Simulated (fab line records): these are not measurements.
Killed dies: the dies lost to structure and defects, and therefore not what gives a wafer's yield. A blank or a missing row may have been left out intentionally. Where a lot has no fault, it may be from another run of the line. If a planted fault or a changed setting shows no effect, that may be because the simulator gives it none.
Struck lot and sound lot, side by side | flow n5_finfet | 15 steps out of a route of 1938
Sound: the wafers L106.1, L106.3, L106.5. Wafers struck: L112.2, L112.3, L112.5. Last of all comes the cause.
Order at every step that has rows: each side's tool, ch and its chambers, its first start. Under that, the readings that differ: sound wafers | struck wafers | difference of the means | sigmas: that difference in standard deviations of wafers without a fault.
alike: readings with means less than 2 such deviations apart, plus words and numbers identical on both sides. not compared: withheld readings, readings lacking a value on some wafer, bounds such as >300 that could conceal the same value, and numbers that have no deviation in the record and whose values overlap.
The two part at a step that has a row with sigmas, a row that says differs or no value, or rows on one side only. Numbers that have no deviation but don't overlap get no sigmas and don't part them. A reading missing from all wafers of one side parts the sides only when that side holds two or more wafers.

first, 8 steps without rows for these wafers: N5_BEOL_M8_COAT_59 (time 60 s, resist thk 100 nm); N5_BEOL_M8_COAT_60 (time 60 s, resist thk 35 nm); N5_BEOL_M8_COAT_05 (resist thk 90 nm); N5_BEOL_M8_EBR_07; N5_BEOL_M8_SOFTBAKE_06 (time 60 s); N5_BEOL_M8_EXPOSE_08 (exposes mask M8); N5_BEOL_M8_PEB_09 (peb time 60 s); N5_BEOL_M8_DEVELOP_10 (develop time 30 s).
N5_BEOL_M8_CD_MEAS_11 targets a cd of 38.5 nm.
  sound on cd_sem-02 ch 0, day 12 16:42; struck on cd_sem-02 ch 0, day 13 14:02
  alike: cd_nm
N5_BEOL_M8_OVL_MEAS_12:
  sound on overlay-01 ch 0, day 12 16:44; struck on overlay-01 ch 0, day 13 14:04
  alike: M8_OVL
N5_BEOL_M8_INSPECT_13: inspects for defects (brightfield).
  struck on defect_inspect-02, day 13 14:05; sound on defect_inspect-02, day 12 16:45
  alike: raw_defect_count
N5_BEOL_M8_DESCUM_16: chemistry O2, time 7.9 s.
  sound on rie_diel-05 ch 1,2,3, day 12 16:47; struck on rie_diel-03 ch 1,2, day 13 14:07
  alike: drypump_motor_current_A, oes_product_au, rf_vpp_V, showerhead_plenum_p_Torr, throttle_valve_pct
  not compared: rf_hours_counter_h
N5_BEOL_M8_ETCH_61: etches SiARC in CF4, target depth 45.5 nm, time 75.8 s.
  sound on rie_diel-05 ch 1,2,3, day 12 16:50; struck on rie_diel-03 ch 1,2, day 13 14:10
  reading      | sound             | struck            | difference | sigmas
  bias_w (W)   | 35.89 36.17 35.95 | 27.90 27.91 27.98 | -8.07      | -73
  rf_vpp_V (V) | 186.4 185.3 183.2 | 157.4 156.1 156.5 | -28.3      | -28
  alike: drypump_motor_current_A, etch_rf_on_time_s, mfc_ar_sccm, oes_product_au, showerhead_plenum_p_Torr, throttle_valve_pct
  not compared: rf_hours_counter_h
N5_BEOL_M8_ETCH_62: etches SOC in N2/H2, target depth 110 nm, overetch 22 nm, time 165 s.
  sound on rie_diel-05 ch 1,2,3, day 12 16:53; struck on rie_diel-03 ch 1,2, day 13 14:13
  alike: bias_w, drypump_motor_current_A, oes_product_au, rf_vpp_V, showerhead_plenum_p_Torr, throttle_valve_pct
  not compared: rf_hours_counter_h
following that, these wafers have no rows for 1 step: N5_PASSIVATION_PROBE_49.

## WHERE THEY PART
N5_BEOL_M8_ETCH_61 only, going by this record. Later steps at which nothing parts them and some readings are alike: N5_BEOL_M8_ETCH_62.

WHY: what had been put in by the simulator
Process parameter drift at N5_BEOL_M8_ETCH_61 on rie_diel-03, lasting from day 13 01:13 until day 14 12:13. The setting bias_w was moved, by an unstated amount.
